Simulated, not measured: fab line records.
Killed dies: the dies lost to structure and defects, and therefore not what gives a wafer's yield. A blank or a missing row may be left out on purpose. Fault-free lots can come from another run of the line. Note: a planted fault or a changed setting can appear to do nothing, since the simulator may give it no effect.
Matching of chambers | flow nandHarc | NHARC_A_CHANNEL_FILL_D2_ETCHBACK_20 on rieDiel-09: 4 sister chambers
The step etches the open film in C4F8/O2/Ar, target depth 27 nm, time 13.5 s. 8 wafers are shown with their chamber, then 12 later ones without.

WAFERS WITH THEIR CHAMBER
wafer  | chamber | rfVppV (V) | oesProductAu (a.u.)
L079.5 | 3       | 982        | 0.989
L085.5 | 0       | 988        | 0.978
L088.1 | 1       | 979        | 0.961
L088.4 | 2       | 975        | 0.973
L088.6 | 1       | 979        | 0.975
L091.1 | 2       | 974        | 0.976
L091.2 | 3       | 980        | 0.990
L091.3 | 0       | 986        | 0.994

WAFERS WITHOUT THEIR CHAMBER
wafer  | rfVppV (V) | oesProductAu (a.u.)
L092.3 | 979        | 0.985
L092.4 | 982        | 1.000
L092.6 | 974        | 0.991
L093.2 | 988        | 0.995
L093.4 | 982        | 0.982
L093.5 | 977        | 0.999
L094.1 | 979        | 1.000
L094.3 | 974        | 0.977
L094.4 | 981        | 0.990
L097.1 | 980        | 0.993
L097.2 | 982        | 0.984
L097.5 | 973        | 0.985

CHAMBER TAKEN BY EACH
wafer  | from the rows above          | in truth
L092.3 | can't be placed: 3 or 1      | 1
L092.4 | 3                            | 3
L092.6 | 2                            | 2
L093.2 | 0                            | 0
L093.4 | 3                            | 3
L093.5 | can't be placed: 3 or 2 or 1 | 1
L094.1 | can't be placed: 3 or 1      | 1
L094.3 | 2                            | 2
L094.4 | 3                            | 3
L097.1 | 3                            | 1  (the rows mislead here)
L097.2 | 3                            | 3
L097.5 | 2                            | 2
Placed correctly: 8 of 12. Cannot be placed on the basis of these rows: 3; the candidates contain the true chamber in 3. 1 placed wrongly.
How it was worked out, from the rows above alone: a wafer's distance from a chamber is the root of the sum, over the readings, of the square of ((its reading less the chamber's mean) divided by the reading's scatter). If the next closest chamber is less than 2 further off than the closest, the wafer can't be placed; otherwise it belongs to the closest. A chamber's mean is the mean of its shown wafers. How the scatter is found: for the shown wafers, subtract from each reading the mean of its chamber, square and add these, divide the total by (wafers less chambers), then take the root.
